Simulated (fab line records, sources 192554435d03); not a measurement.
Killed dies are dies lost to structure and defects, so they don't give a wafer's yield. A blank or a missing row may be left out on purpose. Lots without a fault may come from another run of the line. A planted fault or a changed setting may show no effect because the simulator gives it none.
Which tool did it? | flow n5_finfet | 9 lots, 27 wafers sampled, at 5 steps of a route of 1938

WHAT THE GAUGES READ, wafer by wafer
N5_BEOL_M4_RC_MEAS_101. Usual: DIBL_N 35.9 mV/V, standard deviation 1.9; DIBL_P 35.8 mV/V, standard deviation 2.4; IOFF_N 0.15 nA/um, standard deviation 0.031; IOFF_P 0.21 nA/um, standard deviation 0.037; ION_N 672 uA/um, standard deviation 13; ION_P 462 uA/um, standard deviation 8.3; SS_N 71.5 mV/dec, standard deviation 0.72; SS_P 73.2 mV/dec, standard deviation 0.67; VT_N 250 mV, standard deviation 3.4; VT_P -250 mV, standard deviation 3.4.
lot  | measured     | on        | DIBL_N (mV/V)  | DIBL_P (mV/V)  | IOFF_N (nA/um) | IOFF_P (nA/um) | ION_N (uA/um) | ION_P (uA/um) | SS_N (mV/dec)  | SS_P (mV/dec)  | VT_N (mV)   | VT_P (mV)      | flag
L866 | day 8 16:59  | prober-02 | 32.8 33.6 32.4 | 33.2 34.1 32.9 | 0.11 0.11 0.10 | 0.14 0.14 0.13 | 650 640 651   | 452 435 444   | 70.8 70.8 70.5 | 72.9 73.1 72.6 | 255 259 258 | -258 -259 -258 |
L868 | day 9 12:59  | prober-01 | 37.3 36.3 36.6 | 37.0 33.6 35.0 | 0.16 0.15 0.14 | 0.24 0.19 0.21 | 672 658 661   | 469 450 461   | 71.5 72.1 72.0 | 73.0 73.0 73.7 | 253 252 251 | -246 -252 -251 |
L871 | day 9 11:01  | prober-02 | 35.9 33.1 36.3 | 36.7 32.7 36.9 | 0.16 0.11 0.17 | 0.22 0.16 0.22 | 684 657 678   | 462 456 460   | 70.7 70.2 71.2 | 73.4 71.7 73.2 | 248 252 247 | -252 -254 -248 |
L880 | day 12 00:19 | prober-01 | 35.3 35.6 34.8 | 36.0 35.1 35.6 | 0.14 0.14 0.13 | 0.21 0.19 0.20 | 675 669 666   | 473 460 461   | 70.9 70.4 71.4 | 73.6 73.2 72.9 | 251 252 254 | -248 -250 -251 |
L881 | day 11 21:08 | prober-02 | 39.6 38.2 36.8 | 39.5 36.9 36.1 | 0.21 0.18 0.16 | 0.29 0.24 0.22 | 684 682 674   | 476 469 464   | 71.4 72.2 71.6 | 74.8 73.5 73.5 | 243 247 248 | -247 -251 -249 |
L884 | day 13 07:49 | prober-01 | 37.3 35.4 35.8 | 37.4 36.2 35.8 | 0.19 0.16 0.17 | 0.26 0.23 0.23 | 682 676 688   | 470 472 471   | 71.5 70.8 70.9 | 73.0 73.6 72.9 | 244 247 247 | -246 -248 -248 |
L885 | day 13 22:16 | prober-02 | 36.2 37.0 35.5 | 39.0 39.4 37.0 | 0.16 0.16 0.14 | 0.23 0.22 0.19 | 667 662 672   | 459 451 461   | 71.7 71.6 71.8 | 73.3 73.5 73.1 | 252 249 252 | -248 -250 -250 |
L886 | day 13 22:01 | prober-01 | 38.1 37.9 35.8 | 39.6 38.2 37.0 | 0.19 0.18 0.15 | 0.26 0.23 0.20 | 677 696 674   | 462 474 464   | 72.5 72.1 71.2 | 74.5 74.2 74.0 | 246 249 251 | -246 -248 -251 |
L887 | day 14 01:53 | prober-02 | 34.6 36.8 36.9 | 33.6 35.7 35.7 | 0.13 0.17 0.16 | 0.20 0.23 0.23 | 674 690 682   | 473 475 473   | 70.6 71.4 71.3 | 72.7 73.0 72.5 | 250 249 253 | -251 -247 -247 |

WHICH TOOL RAN EACH LOT (tool, then ch and the chambers of the sampled wafers, then the start)
lot  | N5_PMOS_HMC_CHANNEL_EPI_FIN_RECESS_16 | N5_FIN_SAQP_DENSIFY_62          | N5_FIN_SAQP_PECVD_06           | N5_FIN_SAQP_RECESS_71
L866 | rie_si-02 ch 0,1, day 2 05:17         | rtp_anneal-02 ch 0, day 2 08:19 | pecvd-01 ch 0,1, day 2 08:44   | vapor_etch-01 ch 1, day 2 12:11
L868 | rie_si-01 ch 0,3, day 2 17:58         | rtp_anneal-01 ch 0, day 2 20:41 | pecvd-01 ch 0,1, day 2 21:08   | vapor_etch-01 ch 0,1, day 3 00:59
L871 | rie_si-02 ch 1,2,3, day 3 13:09       | rtp_anneal-01 ch 0, day 3 16:06 | pecvd-03 ch 0,1, day 3 16:34   | vapor_etch-02 ch 0,1, day 3 20:17
L880 | rie_si-04 ch 0,1, day 5 18:24         | rtp_anneal-01 ch 0, day 5 21:44 | pecvd-04 ch 1,2, day 5 22:10   | vapor_etch-02 ch 0,1, day 6 02:28
L881 | rie_si-04 ch 0,1,2, day 5 23:53       | rtp_anneal-02 ch 0, day 6 02:47 | pecvd-03 ch 1,2, day 6 03:12   | vapor_etch-02 ch 0,1, day 6 06:58
L884 | rie_si-01 ch 0,3, day 6 18:59         | rtp_anneal-01 ch 0, day 6 21:40 | pecvd-04 ch 0,2, day 6 22:07   | vapor_etch-01 ch 0,1, day 7 02:23
L885 | rie_si-04 ch 0,2,3, day 7 00:02       | rtp_anneal-02 ch 0, day 7 03:11 | pecvd-01 ch 0,2, day 7 03:41   | vapor_etch-02 ch 0,1, day 7 07:36
L886 | rie_si-01 ch 2,3, day 7 06:01         | rtp_anneal-01 ch 0, day 7 08:44 | pecvd-03 ch 0,1,2, day 7 09:09 | vapor_etch-01 ch 0,1, day 7 13:05
L887 | rie_si-01 ch 1,2,3, day 7 12:05       | rtp_anneal-01 ch 0, day 7 14:59 | pecvd-04 ch 0,1, day 7 15:21   | vapor_etch-02 ch 0,1, day 7 19:46
- N5_PMOS_HMC_CHANNEL_EPI_FIN_RECESS_16: chemistry HBr/Cl2, target Si, target depth 54 nm, time 18 s.
- N5_FIN_SAQP_DENSIFY_62: time 60 s.
- N5_FIN_SAQP_PECVD_06: deposits a-Si from SiH4/He, target thk 60 nm, time 48.1 s.
- N5_FIN_SAQP_RECESS_71: chemistry HF/NH3, target SiO2, target depth 3 nm, afs cycles 1, sublimation time 60 s.

WHAT THE TOOLS THEMSELVES READ (means of the sampled wafers that have a number; where no wafer has one, the mark that the record gives instead)
N5_PMOS_HMC_CHANNEL_EPI_FIN_RECESS_16. Usual: HBr_flow_sccm 150.0 sccm, standard deviation 0.38; bias_w 75.00 W, standard deviation 0.23; drypump_motor_current_A 5.6 A, standard deviation 0.43; oes_product_au 1.001 a.u., standard deviation 0.018; throttle_valve_pct 35.4 %, standard deviation 0.42.
lot  | tool      | HBr_flow_sccm (sccm) | bias_w (W) | drypump_motor_current_A (A) | oes_product_au (a.u.) | throttle_valve_pct (%) | flag
L866 | rie_si-02 | 149.9                | 74.96      | 5.8                         | 0.994                 | 35.4                   |
L868 | rie_si-01 | 150.0                | 75.09      | 5.0                         | 1.004                 | 36.0                   |
L871 | rie_si-02 | 150.7                | 74.86      | 5.9                         | 1.006                 | 35.4                   |
L880 | rie_si-04 | 150.2                | 74.71      | 6.0                         | 1.019                 | 35.4                   |
L881 | rie_si-04 | 149.7                | 74.88      | 5.9                         | 1.001                 | 35.2                   |
L884 | rie_si-01 | 149.9                | 75.12      | 5.1                         | 0.996                 | 35.6                   |
L885 | rie_si-04 | 150.0                | 75.09      | 5.7                         | 0.999                 | 35.1                   |
L886 | rie_si-01 | 149.6                | 74.91      | 5.1                         | 1.012                 | 35.2                   |
L887 | rie_si-01 | 150.2                | 75.14      | 5.1                         | 1.001                 | 35.5                   |

N5_FIN_SAQP_DENSIFY_62. Usual: lamp_power_pct 9.85 %, standard deviation 0.061; lamp_zone_1_pct 9.844 %, standard deviation 0.012; lamp_zone_4_pct 9.838 %, standard deviation 0.012; wafer_temp_C_max 703.3, standard deviation 0.59.
lot  | tool          | lamp_power_pct (%) | lamp_zone_1_pct (%) | lamp_zone_4_pct (%) | wafer_temp_C_max | flag
L866 | rtp_anneal-02 | 9.85               | 9.837               | 9.838               | 702.8            |
L868 | rtp_anneal-01 | 9.92               | 9.864               | 9.832               | 703.5            |
L871 | rtp_anneal-01 | 9.86               | 9.846               | 9.832               | 702.5            |
L880 | rtp_anneal-01 | 9.85               | 9.850               | 9.842               | 703.6            |
L881 | rtp_anneal-02 | 9.85               | 9.838               | 9.841               | 703.0            |
L884 | rtp_anneal-01 | 9.92               | 9.841               | 9.838               | 702.9            |
L885 | rtp_anneal-02 | 9.86               | 9.849               | 9.851               | 703.6            |
L886 | rtp_anneal-01 | 9.84               | 9.854               | 9.842               | 703.2            |
L887 | rtp_anneal-01 | 9.83               | 9.846               | 9.832               | 703.2            |

N5_FIN_SAQP_PECVD_06. Usual: heater_power_w 841 W, standard deviation 90; showerhead_plenum_p_Torr 5.69 Torr, standard deviation 0.05; throttle_valve_pct 18.4 %, standard deviation 1.
lot  | tool     | heater_power_w (W) | showerhead_plenum_p_Torr (Torr) | throttle_valve_pct (%) | flag
L866 | pecvd-01 | 941                | 5.66                            | 19.7                   |
L868 | pecvd-01 | 885                | 5.66                            | 19.7                   |
L871 | pecvd-03 | 819                | 5.68                            | 17.9                   |
L880 | pecvd-04 | 807                | 5.71                            | 18.9                   |
L881 | pecvd-03 | 864                | 5.72                            | 17.6                   |
L884 | pecvd-04 | 691                | 5.68                            | 19.1                   |
L885 | pecvd-01 | 771                | 5.65                            | 17.5                   |
L886 | pecvd-03 | 858                | 5.71                            | 17.8                   |
L887 | pecvd-04 | 853                | 5.70                            | 19.7                   |

N5_FIN_SAQP_RECESS_71. Usual: drypump_motor_current_A 5.6 A, standard deviation 0.66.
lot  | tool          | drypump_motor_current_A (A) | flag
L866 | vapor_etch-01 | 6.6                         |
L868 | vapor_etch-01 | 5.4                         |
L871 | vapor_etch-02 | 5.4                         |
L880 | vapor_etch-02 | -                           | OFF
L881 | vapor_etch-02 | -                           | OFF
L884 | vapor_etch-01 | 5.9                         |
L885 | vapor_etch-02 | 5.7                         |
L886 | vapor_etch-01 | 5.4                         |
L887 | vapor_etch-02 | 5.7                         |

THE ANSWER, worked out from the rows above alone
Rule: a lot is off if the mean of its wafers that have a number lies more than 3 standard deviations from the usual mean. A lot without any number at a reading at which 4 lots or more have one is off too. The other lots that the step has rows for count as sound. The gauges are gone through in route order, then the tools' own readings, and for those a lot's mean is taken as printed above. The first step at which some lot is off is used, and at that step the reading that is off furthest; a lot without a number counts as furthest.
Off: L880, L881, at N5_FIN_SAQP_RECESS_71 (drypump_motor_current_A). Without a number there: L880, L881.
A tool fits if, at that step or a process step before it, it ran every lot that is off, and no sound lot after the first of them. None of those tried fits.

WHAT THE SIMULATOR HAD PUT IN
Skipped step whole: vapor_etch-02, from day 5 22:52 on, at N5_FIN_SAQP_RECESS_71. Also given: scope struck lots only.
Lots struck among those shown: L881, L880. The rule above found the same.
